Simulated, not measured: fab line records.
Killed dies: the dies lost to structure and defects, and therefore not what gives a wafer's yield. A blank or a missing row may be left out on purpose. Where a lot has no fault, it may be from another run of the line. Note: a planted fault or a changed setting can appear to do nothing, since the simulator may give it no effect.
fab line records	flow n5-finfet	part 1 of 2: steps 1 to 36 of 37
record lots=6	wafers=18	last-day=16
route steps=1938 shown BEOL_M2@889 BEOL_M4@1111 PASSIVATION@1936
lots that met no fault: taken from a fault-free run of the same line
start-h: start of the lot's first displayed wafer, in hours after the record's first day	wait-h: hours from the lot's prior step to this one	" unchanged from the row above	L1.1+2: a single row standing in for several wafers	- either no value or no given start	* or withheld: withheld	< > ~ a bound
route shown NAME@n: a module of which the file shows steps, and the number in the route of the first	usual: mean/standard deviation taken from wafers without a fault	same: alike in all rows	chamber/n: place in a boat	sites: readings site by site	_std_site: how widely they spread, as a standard deviation	_edge_site: inner sites' mean taken away from outer sites' mean	radius-mm: how far each site lies from the wafer's centre	mask NAME#n: copy n	behind: the last tool/chamber to shape the wafer	hold: reason for holding the lot/hours on hold/outcome of the hold	device: names the non-switching transistor (n, p or np)	end of line: tests run on the same wafers once the route is complete	a step with no rows: only its recipe	killed: the dies lost at the first sort to structure and to defects; this is not the yield of the wafer	map: per-die view of a wafer (x killed, . not killed, _ where there is no die)
set.NAME: the setting as run; set.NAME@STEP: as run at that earlier step	model.NAME: the simulator's own value behind a step, which no gauge read
certain route steps with their lots: each step a table, each wafer a row
services: the hour from which a tool's chamber was out of use, counted from the record's first day as start-h (under 0 if before that day), plus the number of hours and why
## steps
# step N5_BEOL_M2_STRIP_36
# recipe chemistry=N2/H2	power-w=450	temp-c=40	pressure-mtorr=20	rf-frequency-hz=6e+07	overash-fraction=0.3	bias-power-w=7	h2-frac=0.5	n2-flow-sccm=200	h2-flow-sccm=200
# step N5_BEOL_M2_TRENCH_ETCH_37
# recipe chemistry=C4F6/O2	target-depth-a=555.55	target=SiOC	time-s=29.2	ion-energy-ev=250	pressure-mtorr=30	source-w=355	bias-w=185	Ar_flow_sccm=300	C4F6_flow_sccm=10	O2_flow_sccm=10
# step N5_BEOL_M2_ETCH_41
# recipe chemistry=CH3F/O2	target=SiCN	target-depth-a=299	taper-deg=2	time-s=52.5	ion-energy-ev=120	mask-material=TiN	pressure-mtorr=30	source-w=395	bias-w=75	Ar_flow_sccm=150	CH3F_flow_sccm=30	O2_flow_sccm=20
# step N5_BEOL_M2_STRIP_97
# recipe chemistry=N2/H2	time-s=10	power-w=450	temp-c=40	pressure-mtorr=20	rf-frequency-hz=6e+07	bias-power-w=7	n2-flow-sccm=200	h2-flow-sccm=200
# usual drypump-motor-current-A=5.8/0.46	oes-product-au=0.81/0.076	rf-vpp-V=59.2/0.92	showerhead-plenum-p-Torr=2.54/0.097	temp-c=40.00/0.12	throttle-valve-pct=23.53/0.29
lot.wafer	tool	chamber	start-h	wait-h	drypump-motor-current-A	oes-product-au	rf-hours-counter-h	rf-vpp-V	showerhead-plenum-p-Torr	temp-c	throttle-valve-pct
L957.1	rie-diel-05	0	-	-	5.7	0.79	112	60.1	2.66	40.12	23.54
L957.2	"	1	"	"	6.0	0.86	52	59.0	2.58	40.03	23.23
L957.5	"	1	"	"	6.0	0.86	-	58.7	2.58	39.93	23.24
L965.2	rie-diel-02	3	-	-	5.3	0.83	75	59.0	2.57	39.98	23.78
L965.3	"	1	"	"	5.9	0.72	193	58.7	2.40	39.89	23.43
L965.6	"	3	"	"	5.3	0.82	-	57.4	2.57	39.97	23.79
L966.1	rie-diel-04	1	-	-	5.9	0.82	85	59.0	2.47	40.16	23.81
L966.3	"	3	"	"	5.0	0.84	72	59.0	2.57	39.93	23.68
L966.5	"	2	"	"	6.0	0.87	-	59.7	2.58	39.83	23.24
L973.3	rie-diel-02	2	-	-	5.6	0.87	66	60.2	2.68	40.09	23.71
L973.5	"	0	"	"	6.8	0.96	-	59.8	2.71	40.04	22.85
L973.6	"	3	"	"	5.4	0.80	-	57.3	2.56	39.95	23.82
L975.2	rie-diel-02	0	-	-	6.8	0.95	7	58.2	2.71	39.96	22.86
L975.3	"	3	"	"	5.4	0.79	101	58.9	2.56	39.86	23.82
L975.6	"	1	"	"	5.9	0.70	-	59.5	2.39	39.90	23.46
L976.4	rie-diel-04	1	-	-	5.9	0.79	105	58.5	2.46	39.98	23.83
L976.5	"	0	"	"	5.1	0.68	-	58.6	2.40	40.07	23.69
L976.6	"	1	"	"	5.8	0.79	-	58.5	2.46	39.93	23.82
# step N5_BEOL_M2_OCD_MEAS_38
# usual trench-depth-nm=55.7/0.93
lot.wafer	tool	chamber	start-h	wait-h	trench-depth-nm
L957.1	ocd-01	-	144.34	-	54.7
L957.2	"	-	"	"	55.2
L957.5	"	-	"	"	55.9
L965.2	ocd-02	-	191.44	-	56.5
L965.3	"	-	"	"	55.1
L965.6	"	-	"	"	56.0
L966.1	ocd-01	-	202.18	-	55.2
L966.3	"	-	"	"	56.1
L966.5	"	-	"	"	56.6
L973.3	ocd-01	-	244.61	-	55.9
L973.5	"	-	"	"	56.1
L973.6	"	-	"	"	56.2
L975.2	ocd-01	-	252.75	-	55.1
L975.3	"	-	"	"	56.8
L975.6	"	-	"	"	55.4
L976.4	ocd-01	-	257.59	-	56.0
L976.5	"	-	"	"	55.5
L976.6	"	-	"	"	56.6
# step N5_BEOL_M2_HM_STRIP_39
# recipe chemistry=peroxide-tin-strip	material=TiN	target-depth-a=250	temp-c=50	time-s=158
# step N5_BEOL_M2_SRD_40
# recipe time-s=30	temp-c=23	rinse-liquid=diw	dry=ipa-marangoni
# step N5_BEOL_M2_PRECLEAN_42
# recipe chemistry=residue-remover	time-s=60	temp-c=40
# step N5_BEOL_M2_SRD_43
# recipe time-s=30	temp-c=23	rinse-liquid=diw	dry=ipa-marangoni
# step N5_BEOL_M2_CD_MEAS_35
# recipe target-cd-nm=18	target-cd-y-nm=22.2	polarity=opening
# usual cd-nm=18.1/0.32
lot.wafer	tool	chamber	start-h	wait-h	cd-nm
L957.1	cd-sem-03	-	144.59	0.0	17.2
L957.2	"	-	"	"	17.4
L957.5	"	-	"	"	18.0
L965.2	cd-sem-02	-	191.59	0.0	18.0
L965.3	"	-	"	"	18.3
L965.6	"	-	"	"	18.2
L966.1	cd-sem-03	-	202.33	0.0	18.1
L966.3	"	-	"	"	18.3
L966.5	"	-	"	"	18.6
L973.3	cd-sem-01	-	244.86	0.0	18.1
L973.5	"	-	"	"	18.0
L973.6	"	-	"	"	18.0
L975.2	cd-sem-01	-	252.90	0.0	18.1
L975.3	"	-	"	"	17.0
L975.6	"	-	"	"	17.6
L976.4	cd-sem-01	-	257.74	0.0	18.1
L976.5	"	-	"	"	17.9
L976.6	"	-	"	"	18.3
# step N5_BEOL_M2_DEGAS_44
# recipe ambient=vacuum	temp-c=250	time-s=60
# step N5_BEOL_M2_PRE_CLEAN_45
# recipe gas=H2/He	time-s=30	temp-c=250
# step N5_BEOL_M2_ALD_84
# recipe material=TaN	target-thk-a=*	temp-c=275	ald-precursor-family=PDMAT	ald-co-reactant=NH3	pressure-torr=3	carrier-flow-sccm=1500	pulse-time-s=2	purge-time-s=3	co-reactant-purge-time-s=2	co-reactant-pulse-time-s=3	ald-cycles=30	precursor-vessel-temp-c=75	precursor-vessel-pressure-torr=26.25	precursor-vessel-carrier-sccm=1000
# usual ald-cycles=30/0	chamber-pressure-Torr=3.000/0.0062	heater-power-w=436/34	precursor-vessel-temp-c=75.00/0.13
lot.wafer	tool	chamber	start-h	wait-h	ald-cycles	chamber-pressure-Torr	heater-power-w	precursor-vessel-temp-c
L957.1	ald-metal-04	0	144.89	0.1	30	3.005	392	74.96
L957.2	"	1	"	"	30	3.007	424	74.68
L957.5	"	3	"	"	30	2.996	394	74.78
L965.2	ald-metal-03	2	191.93	0.1	-	-	-	-
L965.3	"	3	"	"	-	-	-	-
L965.6	"	0	"	"	-	-	-	-
L966.1	ald-metal-01	0	202.84	0.1	-	-	-	-
L966.3	"	1	"	"	-	-	-	-
L966.5	"	1	"	"	-	-	-	-
L973.3	ald-metal-03	2	245.28	0.1	30	3.003	471	75.06
L973.5	"	0	"	"	30	3.002	471	75.28
L973.6	"	3	"	"	30	2.997	397	74.82
L975.2	ald-metal-01	2	253.21	0.1	30	3.013	457	75.14
L975.3	"	0	"	"	30	3.004	456	74.98
L975.6	"	1	"	"	30	3.005	397	74.76
L976.4	ald-metal-03	3	258.29	0.1	30	2.998	403	75.16
L976.5	"	1	"	"	30	2.996	467	74.99
L976.6	"	2	"	"	30	2.998	473	74.97
# step N5_BEOL_M2_SURFACE_TREAT_85
# recipe gas=Ar	time-s=*	ion-energy-ev=*	ion-current-ma-cm2=0.5	pressure-mtorr=*	ar-flow-sccm=30
# usual throttle-valve-pct=*
lot.wafer	tool	chamber	start-h	wait-h	throttle-valve-pct
L957.1	pvd-sputter-02	-	145.21	0.2	*
L957.2	"	-	"	"	*
L957.5	"	-	"	"	*
L965.2	pvd-sputter-01	-	192.16	0.1	*
L965.3	"	-	"	"	*
L965.6	"	-	"	"	*
L966.1	pvd-sputter-01	-	203.20	0.3	*
L966.3	"	-	"	"	*
L966.5	"	-	"	"	*
L973.3	pvd-sputter-01	-	245.50	0.1	*
L973.5	"	-	"	"	*
L973.6	"	-	"	"	*
L975.2	pvd-sputter-03	-	253.45	0.1	*
L975.3	"	-	"	"	*
L975.6	"	-	"	"	*
L976.4	pvd-sputter-03	-	258.53	0.1	*
L976.5	"	-	"	"	*
L976.6	"	-	"	"	*
# step N5_BEOL_M2_CVD_47
# recipe material=Co	target-thk-a=30	temp-c=withheld	precursor=CCTBA/H2	pressure-torr=30	time-s=223.8
# step N5_BEOL_M2_SPUTTER_48
# recipe material=Cu	target-thk-a=45	temp-c=-20	chamber-pressure-pa=0.07	power-w=withheld	time-s=8.29
# usual throttle-valve-pct=30.3/0.96
lot.wafer	tool	chamber	start-h	wait-h	throttle-valve-pct
L957.1	pvd-sputter-02	-	145.79	0.4	29.9
L957.2	"	-	"	"	31.1
L957.5	"	-	"	"	31.5
L965.2	pvd-sputter-01	-	192.52	0.2	31.2
L965.3	"	-	"	"	30.0
L965.6	"	-	"	"	31.3
L966.1	pvd-sputter-02	-	203.59	0.2	31.4
L966.3	"	-	"	"	29.8
L966.5	"	-	"	"	29.9
L973.3	pvd-sputter-03	-	247.09	1.5	29.8
L973.5	"	-	"	"	29.7
L973.6	"	-	"	"	29.9
L975.2	pvd-sputter-02	-	253.71	0.1	30.1
L975.3	"	-	"	"	31.4
L975.6	"	-	"	"	31.6
L976.4	pvd-sputter-02	-	260.05	1.1	31.3
L976.5	"	-	"	"	30.1
L976.6	"	-	"	"	31.4
# step N5_BEOL_M2_ANNEAL_49
# recipe temp-c=400	time-s=240	ambient=vacuum
# step N5_BEOL_M2_SPUTTER_79
# recipe material=Cu	target-thk-a=45	temp-c=-20	chamber-pressure-pa=0.07	power-w=withheld	time-s=8.29
# step N5_BEOL_M2_ANNEAL_80
# recipe temp-c=400	time-s=240	ambient=vacuum
# step N5_BEOL_M2_SPUTTER_81
# recipe material=Cu	target-thk-a=45	temp-c=-20	chamber-pressure-pa=0.07	power-w=withheld	time-s=8.29
# step N5_BEOL_M2_ANNEAL_82
# recipe temp-c=400	time-s=240	ambient=vacuum
# step N5_BEOL_M2_SPUTTER_86
# recipe material=Cu	target-thk-a=45	temp-c=-20	chamber-pressure-pa=0.07	power-w=withheld	time-s=8.29
# step N5_BEOL_M2_ANNEAL_87
# recipe temp-c=400	time-s=240	ambient=vacuum
# step N5_BEOL_M2_SPUTTER_88
# recipe material=Cu	target-thk-a=45	temp-c=-20	chamber-pressure-pa=0.07	power-w=withheld	time-s=8.29
# step N5_BEOL_M2_ANNEAL_89
# recipe temp-c=400	time-s=240	ambient=vacuum
# step N5_BEOL_M2_SPUTTER_90
# recipe material=Cu	target-thk-a=45	temp-c=-20	chamber-pressure-pa=0.07	power-w=withheld	time-s=8.29
# usual throttle-valve-pct=30.3/0.95
lot.wafer	tool	chamber	start-h	wait-h	throttle-valve-pct
L957.1	pvd-sputter-02	-	146.89	0.1	30.0
L957.2	"	-	"	"	31.3
L957.5	"	-	"	"	31.2
L965.2	pvd-sputter-01	-	193.62	0.1	31.4
L965.3	"	-	"	"	29.6
L965.6	"	-	"	"	31.3
L966.1	pvd-sputter-02	-	204.69	0.1	31.2
L966.3	"	-	"	"	29.9
L966.5	"	-	"	"	30.3
L973.3	pvd-sputter-03	-	248.19	0.1	29.8
L973.5	"	-	"	"	29.6
L973.6	"	-	"	"	30.2
L975.2	pvd-sputter-02	-	254.81	0.1	29.8
L975.3	"	-	"	"	31.5
L975.6	"	-	"	"	31.5
L976.4	pvd-sputter-02	-	261.15	0.1	31.3
L976.5	"	-	"	"	29.5
L976.6	"	-	"	"	31.2
# step N5_BEOL_M2_ANNEAL_91
# recipe temp-c=400	time-s=240	ambient=vacuum
# step N5_BEOL_M2_SPUTTER_92
# recipe material=Cu	target-thk-a=45	temp-c=-20	chamber-pressure-pa=0.07	power-w=withheld	time-s=8.29
# step N5_BEOL_M2_ANNEAL_93
# recipe temp-c=400	time-s=240	ambient=vacuum
# step N5_BEOL_M2_SPUTTER_94
# recipe material=Cu	target-thk-a=45	temp-c=-20	chamber-pressure-pa=0.07	power-w=withheld	time-s=8.29
# usual throttle-valve-pct=30.3/0.95
lot.wafer	tool	chamber	start-h	wait-h	throttle-valve-pct
L957.1	pvd-sputter-02	-	147.33	0.1	30.0
L957.2	"	-	"	"	31.4
L957.5	"	-	"	"	31.2
L965.2	pvd-sputter-01	-	194.06	0.1	31.3
L965.3	"	-	"	"	29.4
L965.6	"	-	"	"	31.4
L966.1	pvd-sputter-02	-	205.13	0.1	31.5
L966.3	"	-	"	"	30.0
L966.5	"	-	"	"	29.9
L973.3	pvd-sputter-03	-	248.63	0.1	29.6
L973.5	"	-	"	"	29.5
L973.6	"	-	"	"	30.2
L975.2	pvd-sputter-02	-	255.25	0.1	30.0
L975.3	"	-	"	"	31.1
L975.6	"	-	"	"	31.7
L976.4	pvd-sputter-02	-	261.59	0.1	31.3
L976.5	"	-	"	"	30.0
L976.6	"	-	"	"	31.1
# step N5_BEOL_M2_ANNEAL_95
# recipe temp-c=400	time-s=240	ambient=vacuum
# step N5_BEOL_M2_SPUTTER_96
# recipe material=Cu	target-thk-a=45	temp-c=-20	chamber-pressure-pa=0.07	power-w=withheld	time-s=8.29
# step N5_BEOL_M2_ECD_50
# recipe material=Cu	target-thk-a=3000
# step N5_BEOL_M2_ANNEAL_51
# recipe temp-c=225	time-s=90	ambient=N2
# step N5_BEOL_M2_CMP_52
# recipe stop-on=SiOC	t-overpolish-s=6.8	down-force-psi=1	platen-rpm=50	clearing-platen-down-force-psi=1.5	clearing-platen-rpm=50	post-cmp-clean=cu-alkaline	target-thk-nm=40	clearing-platen-pad-velocity-m-s=0.99484	pad-velocity-m-s=0.99484
# usual barrier-field-endpoint-s=24.8/0.52	clearing-platen-rpm=49.999/0.028	edge-zone-pressure-frac=1.000/0.0049	motor-current-A=6.2/0.58	slurry-filter-dp-kPa=13.49/0.16
lot.wafer	tool	chamber	start-h	wait-h	barrier-field-endpoint-s	clearing-platen-rpm	edge-zone-pressure-frac	motor-current-A	slurry-filter-dp-kPa
L957.1	cmp-01	0	148.09	0.3	25.0	50.015	1.010	6.3	13.47
L957.2	"	1	"	"	24.9	49.969	1.003	5.6	13.53
L957.5	"	3	"	"	25.0	49.974	0.990	5.7	13.38
L965.2	cmp-01	1	195.11	0.2	23.0	50.027	1.003	5.5	13.37
L965.3	"	2	"	"	22.6	50.002	1.000	5.9	13.51
L965.6	"	0	"	"	22.2	50.000	1.000	6.2	13.60
L966.1	cmp-03	2	205.89	0.3	22.9	50.000	0.994	5.5	13.72
L966.3	"	0	"	"	23.6	50.025	1.007	6.5	13.75
L966.5	"	1	"	"	23.8	49.984	0.995	7.2	13.30
L973.3	cmp-02	1	249.39	0.2	24.0	50.026	0.994	5.2	13.53
L973.5	"	0	"	"	24.5	49.950	1.003	6.9	13.35
L973.6	"	1	"	"	24.6	49.966	1.001	5.1	13.46
L975.2	cmp-02	3	255.96	0.2	25.0	49.992	0.996	6.7	13.45
L975.3	"	1	"	"	24.6	50.023	0.998	4.9	13.18
L975.6	"	3	"	"	25.1	50.023	0.997	6.3	13.35
L976.4	cmp-01	1	262.34	0.2	24.8	50.036	0.995	5.8	13.53
L976.5	"	0	"	"	24.4	49.980	1.001	6.0	13.29
L976.6	"	1	"	"	25.0	50.007	0.989	5.9	13.31
# step N5_BEOL_M4_RC_MEAS_101
# usual DIBL_N=36.2/1.5	DIBL_P=36.2/1.7	IOFF_N=0.155/0.021	IOFF_P=0.216/0.026	ION_N=674/11	ION_P=464/6.8	SS_N=71.5/0.56	SS_P=73.3/0.6	VT_N=250.2/2.6	VT_P=-249.3/2.5
lot.wafer	tool	chamber	start-h	wait-h	DIBL_N[mV/V]	DIBL_P[mV/V]	IOFF_N[nA/um]	IOFF_P[nA/um]	ION_N[uA/um]	ION_P[uA/um]	SS_N[mV/dec]	SS_P[mV/dec]	VT_N[mV]	VT_P[mV]
L957.1	prober-02	0	176.12	0.0	35.5	34.8	0.144	0.193	684	464	71.1	73.3	249.3	-253.9
L957.2	"	0	"	"	35.6	35.0	0.149	0.202	679	465	71.3	73.8	249.2	-250.6
L957.5	"	0	"	"	33.7	32.8	0.117	0.167	664	462	70.2	73.0	252.8	-251.4
L973.3	prober-01	0	271.46	0.3	38.9	38.7	0.213	0.273	674	463	72.2	75.0	246.9	-244.7
L973.5	"	0	"	"	37.7	37.6	0.184	0.259	681	470	71.6	73.5	248.7	-245.1
L973.6	"	0	"	"	35.6	36.0	0.155	0.222	683	473	71.5	73.6	248.5	-245.9
L976.4	prober-02	0	287.35	0.5	39.7	39.5	0.182	0.252	695	472	72.2	73.4	248.7	-245.1
L976.5	"	0	"	"	38.2	37.4	0.161	0.227	682	467	71.3	72.9	249.1	-249.9
L976.6	"	0	"	"	39.7	39.3	0.189	0.250	684	464	71.7	73.0	247.3	-247.4
L975.2	prober-01	0	287.36	0.2	37.5	37.1	0.153	0.223	665	465	71.8	73.0	249.2	-250.2
L975.3	"	0	"	"	37.6	37.6	0.161	0.229	690	476	71.7	73.6	249.7	-249.3
L975.6	"	0	"	"	35.7	35.7	0.131	0.192	677	465	70.9	73.0	251.9	-250.9
## key
first-sign step=N5_BEOL_M2_ALD_84	reading=tool-record	direction=missing
effect step=N5_BEOL_M2_CMP_52	reading=barrier-field-endpoint-s	direction=down	sigmas=3.4	usual=24.8	struck=23.0
effect step=N5_PASSIVATION_PROBE_49	reading=sort_bin_4_leakage	direction=up	sigmas=99+	usual=0	struck=91.00
more-kills-born-at N5_BEOL_M2_ALD_84@ald-metal-01=3226	N5_BEOL_M2_ALD_84@ald-metal-03=3216
met-at N5_BEOL_M2_ALD_84
struck-wafers L965.2,L965.3,L965.6,L966.1,L966.3,L966.5
later-rows-left-out L965.2,L965.3,L965.6,L966.1,L966.3,L966.5
fault kind=skipped-step-whole	tool=ald-metal-01,ald-metal-03	chamber=-	onset-h=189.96	steps=N5_BEOL_M2_ALD_84	scope=struck-lots-only
# later-rows-left-out: the simulator's readings of these wafers behind a module that went badly wrong aren't trusted and aren't shown, but for the sort
